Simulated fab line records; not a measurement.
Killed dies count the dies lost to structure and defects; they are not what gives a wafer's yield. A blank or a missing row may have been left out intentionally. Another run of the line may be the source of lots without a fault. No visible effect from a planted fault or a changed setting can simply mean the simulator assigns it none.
Chamber matching	flow nand_harc	ald_hk-04 running NHARC_A_CHANNEL_FILL_D2_ALD_25: 4 sister chambers
The step deposits SiOx, target thk 60 nm, pulse time 10 s, ald cycles 600. 7 wafers are shown with their chamber, then 7 later ones without.

== WAFERS WITH THEIR CHAMBER ==
wafer	chamber	heater_power_w (W)	precursor_pulse_height_rel
L082.5	3	474	1.006
L088.1	1	501	1.001
L090.3	1	491	1.001
L090.1	3	478	0.982
L090.5	0	458	0.986
L093.4	2	443	0.987
L093.1	0	458	1.000

== WAFERS MISSING THEIR CHAMBER ==
wafer	heater_power_w (W)	precursor_pulse_height_rel
L093.6	449	0.982
L095.4	456	1.008
L095.1	487	1.042
L095.5	459	1.012
L096.2	488	0.998
L096.3	457	1.002
L096.5	449	0.977

== WHICH CHAMBER EACH WENT THROUGH ==
wafer	from the rows above	in truth
L093.6	can't be placed: 2 or 0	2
L095.4	0	0
L095.1	can't be placed: 1 or 3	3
L095.5	0	0
L096.2	can't be placed: 1 or 3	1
L096.3	0	0
L096.5	can't be placed: 2 or 0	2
3 of 7 placed correctly. Not placeable from these rows: 4 (in 4, the candidates include the true chamber). Number placed wrongly: 0.
How it was worked out, from the rows above alone: a wafer's distance from a chamber is the root of the sum, over the readings, of the square of ((its reading less the chamber's mean) divided by the reading's scatter). If the next closest chamber is less than 2 further off than the closest, the wafer can't be placed; otherwise it belongs to the closest. Each chamber's mean is taken over the wafers shown for it. The scatter is the square root of a quotient: the sum, over the shown wafers, of each reading's squared deviation from its chamber's mean, divided by wafers minus chambers.
